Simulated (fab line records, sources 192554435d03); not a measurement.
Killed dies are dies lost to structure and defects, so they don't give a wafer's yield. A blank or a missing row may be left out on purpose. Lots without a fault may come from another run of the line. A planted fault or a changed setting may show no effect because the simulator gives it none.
Which tool did it? | flow n5_finfet | 12 lots, 34 wafers sampled, at 6 steps of a route of 1938

WHAT THE GAUGES READ, wafer by wafer
The record holds no reading of a measuring or inspecting step that can be judged against a usual standard deviation.

WHICH TOOL RAN EACH LOT (tool, then ch and the chambers of the sampled wafers, then the start)
lot  | N5_BEOL_M7_PRE_CLEAN_45      | N5_BEOL_M7_SURFACE_TREAT_79  | N5_BEOL_M7_SPUTTER_48        | N5_BEOL_M7_ECD_50              | N5_BEOL_M7_CMP_52             | N5_PASSIVATION_PROBE_49
L743 | pvd_sputter-03, day 9 04:23  | pvd_sputter-01, day 9 04:46  | pvd_sputter-03, day 9 04:56  | ecd_cu-02 ch 0,1, day 9 05:04  | cmp-02 ch 0,1,3, day 9 05:36  | prober-01, day 12 10:28
L744 | pvd_sputter-01, day 9 13:53  | pvd_sputter-01, day 9 14:13  | pvd_sputter-02, day 9 15:49  | ecd_cu-01 ch 0,1, day 9 15:57  | cmp-01 ch 1,2,3, day 9 16:34  | prober-01, day 12 18:08
L748 | pvd_sputter-02, day 10 17:41 | pvd_sputter-03, day 10 18:02 | pvd_sputter-03, day 10 18:12 | ecd_cu-02 ch 0,1, day 10 18:19 | cmp-02 ch 0,2,3, day 10 18:52 | prober-01, day 13 21:59
L750 | pvd_sputter-02, day 11 07:07 | pvd_sputter-02, day 11 07:31 | pvd_sputter-02, day 11 07:48 | ecd_cu-02 ch 0,1, day 11 07:55 | cmp-03 ch 1,2,3, day 11 08:21 | prober-01, day 14 07:24
L754 | pvd_sputter-01, day 12 19:07 | pvd_sputter-01, day 12 19:53 | pvd_sputter-01, day 12 20:05 | ecd_cu-02 ch 0,1, day 12 20:12 | cmp-03 ch 1,2,3, day 12 21:02 | prober-02, day 15 23:11
L756 | pvd_sputter-02, day 13 03:43 | pvd_sputter-01, day 13 04:14 | pvd_sputter-01, day 13 04:43 | ecd_cu-02 ch 0,1, day 13 04:51 | cmp-01 ch 2,3, day 13 05:16   | prober-01, day 16 13:10
L753 | pvd_sputter-02, day 13 06:32 | pvd_sputter-01, day 13 07:10 | pvd_sputter-02, day 13 07:38 | ecd_cu-02 ch 0,1, day 13 07:47 | cmp-03 ch 1,2,3, day 13 08:16 | prober-02, day 16 12:58
L758 | pvd_sputter-01, day 14 01:36 | pvd_sputter-02, day 14 01:56 | pvd_sputter-01, day 14 02:14 | ecd_cu-01 ch 0,1, day 14 02:26 | cmp-01 ch 0,1, day 14 03:25   | prober-02, day 17 04:47
L757 | pvd_sputter-02, day 14 05:17 | pvd_sputter-03, day 14 05:49 | pvd_sputter-02, day 14 07:18 | ecd_cu-01 ch 0,1, day 14 07:25 | cmp-02 ch 0,1, day 14 07:56   | prober-02, day 17 09:19
L760 | pvd_sputter-01, day 14 07:32 | pvd_sputter-01, day 14 08:13 | pvd_sputter-02, day 14 08:24 | ecd_cu-02 ch 0,1, day 14 08:31 | cmp-01 ch 1, day 14 08:58     | prober-01, day 17 10:37
L759 | pvd_sputter-01, day 14 18:38 | pvd_sputter-03, day 14 19:04 | pvd_sputter-02, day 14 19:16 | ecd_cu-02 ch 1, day 14 19:23   | cmp-03 ch 1,2, day 14 22:38   | prober-01, day 18 01:50
L765 | pvd_sputter-01, day 15 04:19 | pvd_sputter-01, day 15 04:47 | pvd_sputter-01, day 15 05:02 | ecd_cu-01 ch 0,1, day 15 05:09 | cmp-03 ch 1,2, day 15 05:35   | prober-02, day 18 11:58
- N5_BEOL_M7_PRE_CLEAN_45: time 30 s.
- N5_BEOL_M7_SURFACE_TREAT_79
- N5_BEOL_M7_SPUTTER_48: material Cu, target thk 10 nm, time 1.667 s.
- N5_BEOL_M7_ECD_50: material Cu, target thk 300 nm.
- N5_BEOL_M7_CMP_52: polishes, stops on SiCOH lowk, t overpolish 6.9 s, target thk 80 nm.
- N5_PASSIVATION_PROBE_49

WHAT THE TOOLS THEMSELVES READ (means of the sampled wafers that have a number; where no wafer has one, the mark that the record gives instead)
N5_BEOL_M7_PRE_CLEAN_45. Usual: heater_power_w 337 W, standard deviation 31.
lot  | tool           | heater_power_w (W) | flag
L743 | pvd_sputter-03 | 325                |
L744 | pvd_sputter-01 | 297                |
L748 | pvd_sputter-02 | 346                |
L750 | pvd_sputter-02 | 358                |
L754 | pvd_sputter-01 | 350                |
L756 | pvd_sputter-02 | 329                |
L753 | pvd_sputter-02 | 356                |
L758 | pvd_sputter-01 | 297                |
L757 | pvd_sputter-02 | 359                |
L760 | pvd_sputter-01 | 390                |
L759 | pvd_sputter-01 | 298                |
L765 | pvd_sputter-01 | 327                |

N5_BEOL_M7_SPUTTER_48. Usual: throttle_valve_pct 30.2 %, standard deviation 1.
lot  | tool           | throttle_valve_pct (%) | flag
L743 | pvd_sputter-03 | 30.1                   |
L744 | pvd_sputter-02 | 30.6                   |
L748 | pvd_sputter-03 | 30.0                   |
L750 | pvd_sputter-02 | 30.6                   |
L754 | pvd_sputter-01 | 30.0                   |
L756 | pvd_sputter-01 | 30.8                   |
L753 | pvd_sputter-02 | 29.5                   |
L758 | pvd_sputter-01 | 30.3                   |
L757 | pvd_sputter-02 | 30.6                   |
L760 | pvd_sputter-02 | 28.3                   |
L759 | pvd_sputter-02 | 28.9                   |
L765 | pvd_sputter-01 | 30.5                   |

N5_BEOL_M7_CMP_52. Usual: motor_current_A 5.8 A, standard deviation 0.77; time_to_endpoint_s 63 s, standard deviation 3.
lot  | tool   | motor_current_A (A) | time_to_endpoint_s (s) | flag
L743 | cmp-02 | 5.6                 | 66                     |
L744 | cmp-01 | 6.1                 | 64                     |
L748 | cmp-02 | 5.2                 | 66                     |
L750 | cmp-03 | 5.5                 | 63                     |
L754 | cmp-03 | 5.6                 | 63                     |
L756 | cmp-01 | 6.3                 | 68                     |
L753 | cmp-03 | 5.5                 | 60                     |
L758 | cmp-01 | 6.6                 | 65                     |
L757 | cmp-02 | 5.9                 | 63                     |
L760 | cmp-01 | 5.9                 | 46                     | OFF
L759 | cmp-03 | 5.3                 | 45                     | OFF
L765 | cmp-03 | 5.2                 | 61                     |

N5_PASSIVATION_PROBE_49. Usual: defect_limited_yield 91.4 %, standard deviation 1.5; killed_at_M0_to_M3 33, standard deviation 11; killed_at_M4_up 14, standard deviation 5.3; killed_at_contacts 13, standard deviation 6.2; killed_at_front_end 39, standard deviation 13; killed_at_other 3.1, standard deviation 2.8; killed_dies 102, standard deviation 17; killed_open 68, standard deviation 13; killed_short 32, standard deviation 7.8; sort_bin_5_function 5.1 %, standard deviation 0.95; sort_bin_6_memory 3.2 %, standard deviation 0.7; sort_n_pass 1078, standard deviation 18; sort_yield_pct 91.3 %, standard deviation 1.5.
lot  | tool      | defect_limited_yield (%) | killed_at_M0_to_M3 | killed_at_M4_up | killed_at_contacts | killed_at_front_end | killed_at_other | killed_dies | killed_open | killed_short | sort_bin_5_function (%) | sort_bin_6_memory (%) | sort_n_pass | sort_yield_pct (%) | flag
L743 | prober-01 | 92.6                     | 33                 | 14              | 11                 | 26                  | 4.3             | 88          | 52          | 33           | 4.2                     | 2.8                   | 1092        | 92.6               |
L744 | prober-01 | 91.8                     | 38                 | 13              | 5                  | 37                  | 2.0             | 96          | 59          | 34           | 5.0                     | 2.9                   | 1084        | 91.8               |
L748 | prober-01 | 91.3                     | 35                 | 14              | 14                 | 38                  | 0.7             | 102         | 74          | 28           | 5.2                     | 3.2                   | 1078        | 91.3               |
L750 | prober-01 | 92.4                     | 28                 | 14              | 11                 | 37                  | 1.0             | 90          | 61          | 29           | 4.2                     | 3.1                   | 1090        | 92.4               |
L754 | prober-02 | 91.7                     | 24                 | 12              | 21                 | 38                  | 3.5             | 99          | 70          | 28           | 4.8                     | 3.5                   | 1081        | 91.7               |
L756 | prober-01 | 90.8                     | 24                 | 10              | 18                 | 51                  | 5.5             | 108         | 78          | 30           | 5.8                     | 3.2                   | 1072        | 90.8               |
L753 | prober-02 | 91.6                     | 30                 | 13              | 17                 | 32                  | 8.0             | 100         | 70          | 30           | 5.3                     | 3.0                   | 1080        | 91.6               |
L758 | prober-02 | 90.7                     | 31                 | 10              | 18                 | 45                  | 4.7             | 109         | 68          | 40           | 5.3                     | 3.7                   | 1071        | 90.7               |
L757 | prober-02 | 88.6                     | 40                 | 15              | 8                  | 68                  | 4.0             | 134         | 83          | 48           | 6.3                     | 4.5                   | 1046        | 88.6               |
L760 | prober-01 | 89.7                     | 37                 | 10              | 16                 | 58                  | 1.0             | 122         | 79          | 42           | 6.3                     | 3.6                   | 1058        | 89.7               |
L759 | prober-01 | 91.4                     | 26                 | 17              | 19                 | 34                  | 5.0             | 101         | 70          | 31           | 5.1                     | 3.4                   | 1079        | 91.4               |
L765 | prober-02 | 92.1                     | 36                 | 12              | 10                 | 34                  | 0.7             | 93          | 66          | 26           | 4.6                     | 3.1                   | 1087        | 92.1               |

THE ANSWER, worked out from the rows above alone
Rule: a lot is off if the mean of its wafers that have a number lies more than 3 standard deviations from the usual mean. A lot without any number at a reading at which 4 lots or more have one is off too. The other lots that the step has rows for count as sound. The gauges are gone through in route order, then the tools' own readings, and for those a lot's mean is taken as printed above. The first step at which some lot is off is used, and at that step the reading that is off furthest; a lot without a number counts as furthest.
Off: L760, L759, at N5_BEOL_M7_CMP_52 (time_to_endpoint_s).
A tool fits if, at that step or a process step before it, it ran every lot that is off, and no sound lot after the first of them. Can't be told from this: 2 tools fit, pvd_sputter-02 at N5_BEOL_M7_SPUTTER_48, ecd_cu-02 at N5_BEOL_M7_ECD_50.

WHAT THE SIMULATOR HAD PUT IN
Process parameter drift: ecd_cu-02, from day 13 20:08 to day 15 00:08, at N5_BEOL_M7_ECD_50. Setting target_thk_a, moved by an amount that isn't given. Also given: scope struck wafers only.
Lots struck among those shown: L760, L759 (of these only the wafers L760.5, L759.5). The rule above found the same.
